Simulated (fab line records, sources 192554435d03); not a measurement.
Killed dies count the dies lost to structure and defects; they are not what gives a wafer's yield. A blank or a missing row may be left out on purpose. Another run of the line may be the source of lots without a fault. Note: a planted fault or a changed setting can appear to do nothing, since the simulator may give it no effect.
fab line records	flow n5_finfet
record: lots: 4	wafers: 11	last_day: 16
route steps=1938 shown BEOL_M4@1099 BEOL_M5@1112 BEOL_M15@1795 PASSIVATION@1936
lots untouched by any fault: they come from a run of this same line in which no faults occurred
start_h: hours from the record's opening day to when the first of the lot's shown wafers began	wait_h: time in hours since the lot's previous step	" same as the row above	L1.1+2: several wafers, shown together as one row	- either no value or no given start	* or withheld: withheld	< > ~ a bound
route shown NAME@n: a module of which the file shows steps, and the number in the route of the first	usual: mean and standard deviation over wafers with no fault	same: alike in all rows	chamber/n: place in a boat	sites: readings site by site	_std_site: standard deviation across them	_edge_site: outer sites' mean less inner sites'	radius_mm: for every site, how far away it sits from the centre of the wafer	mask NAME#n: copy n	behind: the last tool/chamber to shape the wafer	hold: cause of the lot's hold/its duration in hours/its outcome	device: whichever transistor did not switch (one of n, p or np)	end of line: tests run on the same wafers once the route is complete	where a step has no rows: the recipe by itself	killed: dies that structure and defects cost at the first sort, which is not the same as the wafer's yield	map: dies across one wafer; x = killed, . = not, _ = none there
set.NAME: the setting that was run; set.NAME@STEP: the one run at that earlier step	model.NAME: the simulator's own value behind a step, which no gauge read
a table for each step, a row for each wafer; lots at some steps of the route
services: from which hour (start_h, from the record's first day; less than 0 if before it) a tool's chamber was out of use, for how many hours, and why
== steps ==
step: N5_BEOL_M4_ANNEAL_95
recipe: temp_c: 400	time_s: 240	ambient: vacuum
step: N5_BEOL_M4_SPUTTER_96
recipe: material: Cu	target_thk_a: 45	temp_c: -20	chamber_pressure_pa: 0.07	power_w: withheld	time_s: 8.29
step: N5_BEOL_M4_ECD_50
recipe: material: Cu	target_thk_a: 3000
step: N5_BEOL_M4_ANNEAL_51
recipe: temp_c: 225	time_s: 90	ambient: N2
step: N5_BEOL_M4_CMP_52
recipe: stop_on: SiOC	t_overpolish_s: 6.8	down_force_psi: 1	platen_rpm: 50	clearing_platen_down_force_psi: 1.5	clearing_platen_rpm: 50	post_cmp_clean: cu_alkaline	target_thk_nm: 40	clearing_platen_pad_velocity_m_s: 0.99484	pad_velocity_m_s: 0.99484
step: N5_BEOL_M4_PRE_CLEAN_60
recipe: gas: NH3/H2	time_s: 15	temp_c: *	rf_power_w: 300
step: N5_BEOL_M4_CO_CAP_55
recipe: material: Co	target_thk_a: 20	temp_c: 200	precursor: CCTBA/H2	pressure_torr: 30	time_s: 102.1
step: N5_BEOL_M4_PRE_CLEAN_56
recipe: gas: NH3	time_s: 15	temp_c: withheld	rf_power_w: 300
step: N5_BEOL_M4_DEP_57
recipe: material: SiCN	target_thk_a: 80	temp_c: withheld	precursor: 3MS/NH3	pressure_torr: 3	rf_w: 202	time_s: 14
step: N5_BEOL_M4_RC_MEAS_101
usual: DIBL_N: 37.5/1.9	DIBL_P: 37.3/2.4	IOFF_N: 0.18/0.038	IOFF_P: 0.23/0.045	ION_N: 677/11	ION_P: 464/8.1	SS_N: 72.0/0.68	SS_P: 73.5/0.77	VT_N: 249/3.3	VT_P: -249/3.6
lot.wafer	tool	chamber	start_h	wait_h	DIBL_N[mV/V]	DIBL_P[mV/V]	IOFF_N[nA/um]	IOFF_P[nA/um]	ION_N[uA/um]	ION_P[uA/um]	SS_N[mV/dec]	SS_P[mV/dec]	VT_N[mV]	VT_P[mV]
L740.1	prober-02	0	221.96	0.0	37.9	39.0	0.19	0.26	678	470	72.0	74.5	249	-248
L740.2	"	0	"	"	37.0	36.6	0.17	0.22	661	455	72.1	73.5	251	-250
L740.5	"	0	"	"	38.1	38.2	0.20	0.26	675	467	72.0	74.3	252	-246
L746.2	prober-01	0	267.32	0.2	38.2	38.2	0.20	0.30	683	469	71.8	74.6	247	-245
L746.3	"	0	"	"	36.3	35.0	0.16	0.22	680	463	71.1	73.1	250	-247
L746.5	"	0	"	"	38.7	38.3	0.21	0.31	700	482	72.2	73.4	244	-242
L745.3	prober-02	0	269.22	0.3	34.1	32.3	0.13	0.14	657	443	70.7	72.3	254	-258
L745.5	"	0	"	"	39.3	40.9	0.24	0.28	691	465	71.7	74.4	245	-248
L747.1	prober-01	0	273.54	0.0	42.7	40.1	0.26	0.27	694	468	73.1	74.8	245	-247
L747.3	"	0	"	"	38.8	35.4	0.18	0.20	679	459	72.7	73.6	248	-249
L747.5	"	0	"	"	39.9	36.7	0.21	0.22	684	462	73.8	74.0	248	-251
step: N5_BEOL_M5_ILD_DEP_00
recipe: material: SiCOH_lowk	target_thk_a: 1406.4	temp_c: 300	precursor: DEMS/porogen	pressure_torr: 5	rf_w: 500	time_s: 25.9
step: N5_BEOL_M5_CURE_79
recipe: temp_c: 385	time_s: 240	ambient: He/Ar	material: SiCOH_lowk
step: N5_BEOL_M5_PECVD_70
recipe: material: SiO2	target_thk_a: 160	temp_c: 400	precursor: TEOS/O2	pressure_torr: 5.5	rf_w: 450	teos_flow_sccm: 53.8	gas: O2	flow_sccm: 3000	time_s: 18
step: N5_BEOL_M5_HM_DEP_02
recipe: material: TiN	target_thk_a: 200	temp_c: 25	chamber_pressure_pa: 0.49996
step: N5_BEOL_M5_COAT_59
recipe: resist: SOC	temp_c: 250	time_s: 60	spin_rpm: 1500	resist_thk_nm: 60
step: N5_BEOL_M5_COAT_60
recipe: resist: SiARC	temp_c: 220	time_s: 60	spin_rpm: 1500	resist_thk_nm: 12
step: N5_BEOL_M5_COAT_71
recipe: resist: underlayer	temp_c: 205	time_s: 60	spin_rpm: 1500	resist_thk_nm: 5
step: N5_BEOL_M5_COAT_05
recipe: resist: CAR-EUV	spin_rpm: 1500	resist_thk_nm: 30
step: N5_BEOL_M5_EBR_07
recipe: solvent: PGMEA	ebr_width_mm: 1.5
step: N5_BEOL_M5_SOFTBAKE_06
recipe: temp_c: 110	time_s: 60	resist: CAR-EUV
step: N5_BEOL_M5_EXPOSE_08
recipe: mask_id: M5	na: 0.33	source_shape: annular	sigma_inner: 0.4	sigma_outer: 0.8	polarization: unpolarized	target_cd_nm: 28	dose_mj: 35.75
step: N5_BEOL_M5_PEB_09
recipe: peb_temp_c: 100	peb_time_s: 60	resist: CAR-EUV
step: N5_BEOL_M5_DEVELOP_10
recipe: develop_time_s: 30	developer: TMAH	resist: CAR-EUV	rinse_liquid: surfactant_rinse	dry: air_spin	dev_temp_c: 23
step: N5_BEOL_M5_DESCUM_16
recipe: chemistry: O2	time_s: 7	source_power_w: 50	bias_power_w: 20	pressure_mtorr: 20	rf_frequency_hz: 2.712e+07	temp_c: 40	resist: CAR-EUV	o2_flow_sccm: 225
step: N5_BEOL_M5_ETCH_72
recipe: chemistry: N2/H2	target: underlayer	target_depth_a: 65	mask_material: CAR-EUV	time_s: 5.2	ion_energy_ev: 200	pressure_mtorr: 30	source_w: 840	bias_w: 150	n2_flow_sccm: 200	h2_flow_sccm: 200	ends: cleared
step: N5_BEOL_M5_ETCH_61
recipe: chemistry: CF4	target: SiARC	target_depth_a: 156	mask_material: CAR-EUV	time_s: 26	ion_energy_ev: 80	pressure_mtorr: 40	source_w: 545	bias_w: 36	Ar_flow_sccm: 100	cf4_flow_sccm: 100	ends: cleared
step: N5_BEOL_M5_ETCH_62
recipe: chemistry: N2/H2	target: SOC	target_depth_a: 750	overetch_a: 150	mask_material: SiARC	temp_c: 40	time_s: 112.5	ion_energy_ev: 200	pressure_mtorr: 30	source_w: 840	bias_w: 150	n2_flow_sccm: 200	h2_flow_sccm: 200
step: N5_BEOL_M5_STRIP_63
recipe: chemistry: N2/H2	temp_c: 40	n2_flow_sccm: 200	h2_flow_sccm: 200	rf_frequency_hz: 6e+07
step: N5_BEOL_M5_STRIP_73
recipe: chemistry: N2/H2	temp_c: 40	n2_flow_sccm: 200	h2_flow_sccm: 200	rf_frequency_hz: 6e+07
step: N5_BEOL_M5_STRIP_64
recipe: chemistry: CF4	resist: SiARC	power_w: 300	bias_power_w: 75	pressure_mtorr: 50	cf4_flow_sccm: 150	rf_frequency_hz: 6e+07
step: N5_BEOL_M5_HM_OPEN_17
recipe: chemistry: Cl2/BCl3	target_depth_a: 200	overetch_a: 60	target: TiN	mask_material: SOC	ion_energy_ev: 150	pressure_mtorr: 10	icp_w: 1000	bias_w: 126	Cl2_flow_sccm: 53.25	bcl3_flow_sccm: 21.75	Ar_flow_sccm: 25
step: N5_BEOL_M5_STRIP_19
recipe: chemistry: O2	power_w: 400	temp_c: 40	pressure_mtorr: 30	rf_frequency_hz: 6e+07	bias_power_w: 0	overash_fraction: 0.2	o2_flow_sccm: 225
step: N5_BEOL_M5_COAT_65
recipe: resist: SOC	temp_c: 250	time_s: 60	spin_rpm: 1500	resist_thk_nm: 60
step: N5_BEOL_M5_COAT_66
recipe: resist: SiARC	temp_c: 220	time_s: 60	spin_rpm: 1500	resist_thk_nm: 12
step: N5_BEOL_M15_ETCH_57
recipe: chemistry: N2/H2	target: SOC	source_w: 3000	bias_w: 350	time_s: 750	ion_energy_ev: 200	pressure_mtorr: 30	n2_flow_sccm: 200	h2_flow_sccm: 200
usual: bias_w: 350.0/1	chamber_pressure_mTorr: 29.998/0.028	drypump_motor_current_A: 5.93/0.3	h2_flow_sccm: 200.0/0.59	oes_product_au: 0.78/0.072	rf_vpp_V: 523.9/2.2	showerhead_plenum_p_Torr: 2.54/0.084	throttle_valve_pct: 17.82/0.21
lot.wafer	tool	chamber	start_h	wait_h	bias_w	chamber_pressure_mTorr	drypump_motor_current_A	h2_flow_sccm	oes_product_au	rf_hours_counter_h	rf_vpp_V	showerhead_plenum_p_Torr	throttle_valve_pct
L740.1	rie_diel-01	3	292.29	-	349.5	30.001	5.91	200.8	0.71	205	519.9	2.41	17.87
L740.2	"	0	"	"	349.0	30.059	6.08	201.1	0.86	39	524.3	2.60	17.52
L740.5	"	2	"	"	349.8	29.940	5.58	199.9	0.84	-	524.5	2.58	17.58
L745.3	rie_diel-01	1	349.70	-	-	-	-	-	-	-	-	-	-
L745.5	"	0	"	"	-	-	-	-	-	-	-	-	-
L746.2	rie_diel-01	3	350.24	-	-	-	-	-	-	-	-	-	-
L746.3	"	1	"	"	-	-	-	-	-	-	-	-	-
L746.5	"	0	"	"	-	-	-	-	-	-	-	-	-
L747.1	rie_diel-05	0	357.24	-	349.1	30.007	5.55	200.7	0.71	251	522.4	2.51	18.11
L747.3	"	2	"	"	350.0	30.009	5.72	199.3	0.80	95	522.9	2.45	17.72
L747.5	"	1	"	"	349.0	30.040	5.52	199.4	0.74	-	520.8	2.46	18.32
step: N5_PASSIVATION_PROBE_49
usual: defect_limited_yield: 91.2/1.5	killed_at_M0_to_M3: 31/10	killed_at_M4_up: 15/5.9	killed_at_contacts: 13/6	killed_at_front_end: 41/11	killed_at_other: 4/3.1	killed_dies: 104/18	killed_on_rim: 14/4.1	killed_open: 68/13	killed_short: 33/8.1	sort_bin_5_function: 5.1/1.1	sort_bin_6_memory: 3.2/0.69	sort_n_pass: 1076/18	sort_yield_pct: 91.2/1.5
same: gross_dies: 1180	killed_at_back_side: 0	sort_bin_4_leakage[%]: 0	sort_bin_8_speed[%]: 0
lot.wafer	tool	chamber	start_h	wait_h	defect_limited_yield[%]	killed_at_M0_to_M3	killed_at_M4_up	killed_at_contacts	killed_at_front_end	killed_at_other	killed_dies	killed_on_rim	killed_open	killed_short	sort_bin_5_function[%]	sort_bin_6_memory[%]	sort_n_pass	sort_yield_pct[%]
L740.1	prober-02	-	310.54	0.0	92.4	14	15	22	37	2	90	16	57	29	4.1	3.1	1090	92.4
L740.2	prober-02	-	310.59	0.1	92.3	40	15	7	29	0	91	13	56	35	3.5	4.0	1089	92.3
L740.5	prober-02	-	310.74	0.2	91.5	34	14	12	39	1	100	18	72	24	5.4	2.5	1080	91.5
L745.3	prober-01	-	364.59	0.1	0	23	1112	11	33	1	1180	152	49	23	97.4	2.5	0	0
L745.5	prober-01	-	364.69	0.2	0	17	1116	10	37	0	1180	152	62	18	98.1	1.9	0	0
L746.2	prober-01	-	372.33	0.1	0	27	1115	3	33	2	1180	152	42	30	97.2	2.5	0	0
L746.3	prober-01	-	372.38	0.1	0	25	1111	6	35	3	1180	152	42	39	96.9	2.8	0	0
L746.5	prober-01	-	372.48	0.2	0	41	1110	13	16	0	1180	152	57	21	97.5	2.3	0	0
L747.1	prober-01	-	379.36	0.0	90.4	38	10	15	46	4	113	12	73	32	5.7	3.0	1067	90.4
L747.3	prober-01	-	379.46	0.1	91.5	29	16	11	42	2	100	16	65	30	4.5	3.2	1080	91.5
L747.5	prober-01	-	379.56	0.2	91.3	20	7	25	48	3	103	12	76	27	6.1	2.5	1077	91.3
killed by level:class
L740.1 MOL_CONTACT_COAG:geometric_particle:open=18 BEOL_M4:geometric_particle:open=8 FIN_SAQP:geometric_particle:open=5 STI_FIN_REVEAL:geometric_particle:open=4 GATE_CUT:geometric_particle:short=4 MOL_CONTACT_COAG:geometric_particle:short=4 BEOL_M0_SAQP:geometric_particle:open=4 BEOL_M1:geometric_particle:open=4
L740.2 BEOL_M3:geometric_particle:open=10 BEOL_M0_SAQP:geometric_particle:short=8 BEOL_M1:geometric_particle:open=7 BEOL_M5:geometric_particle:open=6 FIN_SAQP:geometric_particle:open=5 MOL_CONTACT_COAG:geometric_particle:open=5 BEOL_M4:geometric_particle:open=5 FIN_SAQP:geometric_particle:short=4
L740.5 BEOL_M3:geometric_particle:open=16 MOL_CONTACT_COAG:geometric_particle:open=12 BEOL_M4:geometric_particle:open=9 FIN_SAQP:geometric_particle:open=6 DUMMY_GATE:geometric_particle:open=6 BEOL_M1:geometric_particle:open=6 FIN_SAQP:geometric_particle:short=4 BEOL_M2:geometric_particle:open=4
L745.3 BEOL_M15:area_etch=1108 MOL_CONTACT_COAG:geometric_particle:open=9 GATE_CUT:geometric_particle:open=8 BEOL_M3:geometric_particle:open=5 STI_FIN_REVEAL:geometric_particle:open=5 BEOL_M1:geometric_particle:short=5 STARTING-WAFER:geometric_particle:short=5 DUMMY_GATE:geometric_particle:open=3
L745.5 BEOL_M15:area_etch=1100 FIN_SAQP:geometric_particle:open=10 STI_FIN_REVEAL:geometric_particle:open=9 MOL_CONTACT_COAG:geometric_particle:open=9 BEOL_M4:geometric_particle:open=7 BEOL_M8:geometric_particle:open=6 FIN_SAQP:geometric_particle:short=4 BEOL_M0_SAQP:geometric_particle:short=4
L746.2 BEOL_M15:area_etch=1108 FIN_SAQP:geometric_particle:short=9 BEOL_M1:geometric_particle:open=9 FIN_SAQP:geometric_particle:open=6 BEOL_M0_SAQP:geometric_particle:short=6 DUMMY_GATE:geometric_particle:open=4 BEOL_M4:geometric_particle:open=4 GATE_CUT:geometric_particle:short=3
L746.3 BEOL_M15:area_etch=1099 FIN_SAQP:geometric_particle:short=9 GATE_CUT:geometric_particle:short=9 FIN_SAQP:geometric_particle:open=8 BEOL_M0_SAQP:geometric_particle:short=7 BEOL_M4:geometric_particle:open=6 MOL_CONTACT_COAG:geometric_particle:open=5 STI_FIN_REVEAL:geometric_particle:open=4
L746.5 BEOL_M15:area_etch=1100 BEOL_M3:geometric_particle:open=13 MOL_CONTACT_COAG:geometric_particle:open=11 BEOL_M0_SAQP:geometric_particle:open=9 BEOL_M0_SAQP:geometric_particle:short=6 FIN_SAQP:geometric_particle:open=4 BEOL_M1:geometric_particle:open=4 STI_FIN_REVEAL:geometric_particle:open=3
L747.1 STI_FIN_REVEAL:geometric_particle:open=14 MOL_CONTACT_COAG:geometric_particle:open=13 FIN_SAQP:geometric_particle:short=7 BEOL_M1:geometric_particle:open=7 HKMG_FIN:area_etch=7 BEOL_M0:geometric_particle:open=6 FIN_SAQP:geometric_particle:open=5 BEOL_M0_SAQP:geometric_particle:short=5
L747.3 BEOL_M3:geometric_particle:open=11 FIN_SAQP:geometric_particle:open=10 MOL_CONTACT_COAG:geometric_particle:open=10 BEOL_M2:geometric_particle:open=9 FIN_SAQP:geometric_particle:short=7 STI_FIN_REVEAL:geometric_particle:open=6 HKMG_FIN:area_etch=5 BEOL_M5:geometric_particle:open=4
L747.5 MOL_CONTACT_COAG:geometric_particle:open=18 FIN_SAQP:geometric_particle:open=15 STI_FIN_REVEAL:geometric_particle:open=14 MOL_CONTACT_COAG:geometric_particle:short=7 BEOL_M1:geometric_particle:open=7 FIN_SAQP:geometric_particle:short=6 STI_FIN_REVEAL:geometric_particle:short=5 BEOL_M2:geometric_particle:open=3
map L745.3 (x killed, . not)
_________________xxxxxxxxxxxx________________
______________xxxxxxxxxxxxxxxxxx_____________
___________xxxxxxxxxxxxxxxxxxxxxxxx__________
__________xxxxxxxxxxxxxxxxxxxxxxxxxx_________
________xxxxxxxxxxxxxxxxxxxxxxxxxxxxxx_______
_______xxxxxxxxxxxxxxxxxxxxxxxxxxxxxxxx______
______xxxxxxxxxxxxxxxxxxxxxxxxxxxxxxxxxx_____
_____xxxxxxxxxxxxxxxxxxxxxxxxxxxxxxxxxxxx____
____xxxxxxxxxxxxxxxxxxxxxxxxxxxxxxxxxxxxxx___
___xxxxxxxxxxxxxxxxxxxxxxxxxxxxxxxxxxxxxxxx__
___xxxxxxxxxxxxxxxxxxxxxxxxxxxxxxxxxxxxxxxx__
__xxxxxxxxxxxxxxxxxxxxxxxxxxxxxxxxxxxxxxxxxx_
__xxxxxxxxxxxxxxxxxxxxxxxxxxxxxxxxxxxxxxxxxx_
_xxxxxxxxxxxxxxxxxxxxxxxxxxxxxxxxxxxxxxxxxxxx
_xxxxxxxxxxxxxxxxxxxxxxxxxxxxxxxxxxxxxxxxxxxx
_xxxxxxxxxxxxxxxxxxxxxxxxxxxxxxxxxxxxxxxxxxxx
_xxxxxxxxxxxxxxxxxxxxxxxxxxxxxxxxxxxxxxxxxxxx
_xxxxxxxxxxxxxxxxxxxxxxxxxxxxxxxxxxxxxxxxxxxx
_xxxxxxxxxxxxxxxxxxxxxxxxxxxxxxxxxxxxxxxxxxxx
_xxxxxxxxxxxxxxxxxxxxxxxxxxxxxxxxxxxxxxxxxxxx
_xxxxxxxxxxxxxxxxxxxxxxxxxxxxxxxxxxxxxxxxxxxx
__xxxxxxxxxxxxxxxxxxxxxxxxxxxxxxxxxxxxxxxxxx_
__xxxxxxxxxxxxxxxxxxxxxxxxxxxxxxxxxxxxxxxxxx_
___xxxxxxxxxxxxxxxxxxxxxxxxxxxxxxxxxxxxxxxx__
___xxxxxxxxxxxxxxxxxxxxxxxxxxxxxxxxxxxxxxxx__
____xxxxxxxxxxxxxxxxxxxxxxxxxxxxxxxxxxxxxx___
_____xxxxxxxxxxxxxxxxxxxxxxxxxxxxxxxxxxxx____
______xxxxxxxxxxxxxxxxxxxxxxxxxxxxxxxxxx_____
_______xxxxxxxxxxxxxxxxxxxxxxxxxxxxxxxx______
________xxxxxxxxxxxxxxxxxxxxxxxxxxxxxx_______
__________xxxxxxxxxxxxxxxxxxxxxxxxxx_________
___________xxxxxxxxxxxxxxxxxxxxxxxx__________
______________xxxxxxxxxxxxxxxxxx_____________
_________________xxxxxxxxxxxx________________
map L746.2 (x killed, . not)
_________________xxxxxxxxxxxx________________
______________xxxxxxxxxxxxxxxxxx_____________
___________xxxxxxxxxxxxxxxxxxxxxxxx__________
__________xxxxxxxxxxxxxxxxxxxxxxxxxx_________
________xxxxxxxxxxxxxxxxxxxxxxxxxxxxxx_______
_______xxxxxxxxxxxxxxxxxxxxxxxxxxxxxxxx______
______xxxxxxxxxxxxxxxxxxxxxxxxxxxxxxxxxx_____
_____xxxxxxxxxxxxxxxxxxxxxxxxxxxxxxxxxxxx____
____xxxxxxxxxxxxxxxxxxxxxxxxxxxxxxxxxxxxxx___
___xxxxxxxxxxxxxxxxxxxxxxxxxxxxxxxxxxxxxxxx__
___xxxxxxxxxxxxxxxxxxxxxxxxxxxxxxxxxxxxxxxx__
__xxxxxxxxxxxxxxxxxxxxxxxxxxxxxxxxxxxxxxxxxx_
__xxxxxxxxxxxxxxxxxxxxxxxxxxxxxxxxxxxxxxxxxx_
_xxxxxxxxxxxxxxxxxxxxxxxxxxxxxxxxxxxxxxxxxxxx
_xxxxxxxxxxxxxxxxxxxxxxxxxxxxxxxxxxxxxxxxxxxx
_xxxxxxxxxxxxxxxxxxxxxxxxxxxxxxxxxxxxxxxxxxxx
_xxxxxxxxxxxxxxxxxxxxxxxxxxxxxxxxxxxxxxxxxxxx
_xxxxxxxxxxxxxxxxxxxxxxxxxxxxxxxxxxxxxxxxxxxx
_xxxxxxxxxxxxxxxxxxxxxxxxxxxxxxxxxxxxxxxxxxxx
_xxxxxxxxxxxxxxxxxxxxxxxxxxxxxxxxxxxxxxxxxxxx
_xxxxxxxxxxxxxxxxxxxxxxxxxxxxxxxxxxxxxxxxxxxx
__xxxxxxxxxxxxxxxxxxxxxxxxxxxxxxxxxxxxxxxxxx_
__xxxxxxxxxxxxxxxxxxxxxxxxxxxxxxxxxxxxxxxxxx_
___xxxxxxxxxxxxxxxxxxxxxxxxxxxxxxxxxxxxxxxx__
___xxxxxxxxxxxxxxxxxxxxxxxxxxxxxxxxxxxxxxxx__
____xxxxxxxxxxxxxxxxxxxxxxxxxxxxxxxxxxxxxx___
_____xxxxxxxxxxxxxxxxxxxxxxxxxxxxxxxxxxxx____
______xxxxxxxxxxxxxxxxxxxxxxxxxxxxxxxxxx_____
_______xxxxxxxxxxxxxxxxxxxxxxxxxxxxxxxx______
________xxxxxxxxxxxxxxxxxxxxxxxxxxxxxx_______
__________xxxxxxxxxxxxxxxxxxxxxxxxxx_________
___________xxxxxxxxxxxxxxxxxxxxxxxx__________
______________xxxxxxxxxxxxxxxxxx_____________
_________________xxxxxxxxxxxx________________
== services ==
tool	chamber	start_h	hours	kind
rie_diel-01	-	271.14	0.8	repair
rie_diel-05	2	301.90	1.7	repair
rie_diel-05	3	343.35	14.3	repair
rie_diel-01	3	345.53	1.9	repair
== key ==
first_sign: step: N5_BEOL_M15_ETCH_57	reading: tool_record	direction: missing
effect: step: N5_PASSIVATION_PROBE_49	reading: killed_at_M4_up	direction: up	sigmas: 99+	usual: 15	struck: 1113
more_kills_born_at: N5_BEOL_M15_ETCH_57@rie_diel-01: 5515
met_at N5_BEOL_M15_ETCH_57
struck_wafers L745.3,L745.5,L746.2,L746.3,L746.5
later_rows_left_out L745.3,L745.5,L746.2,L746.3,L746.5
onset_between 292.29 349.70
fault: kind: skipped_step_whole	tool: rie_diel-01	chamber: -	onset_h: 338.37	steps: N5_BEOL_M15_ETCH_57	scope: struck_lots_only
later_rows_left_out: the simulator's readings of these wafers behind a module that went badly wrong aren't trusted and aren't shown, but for the sort
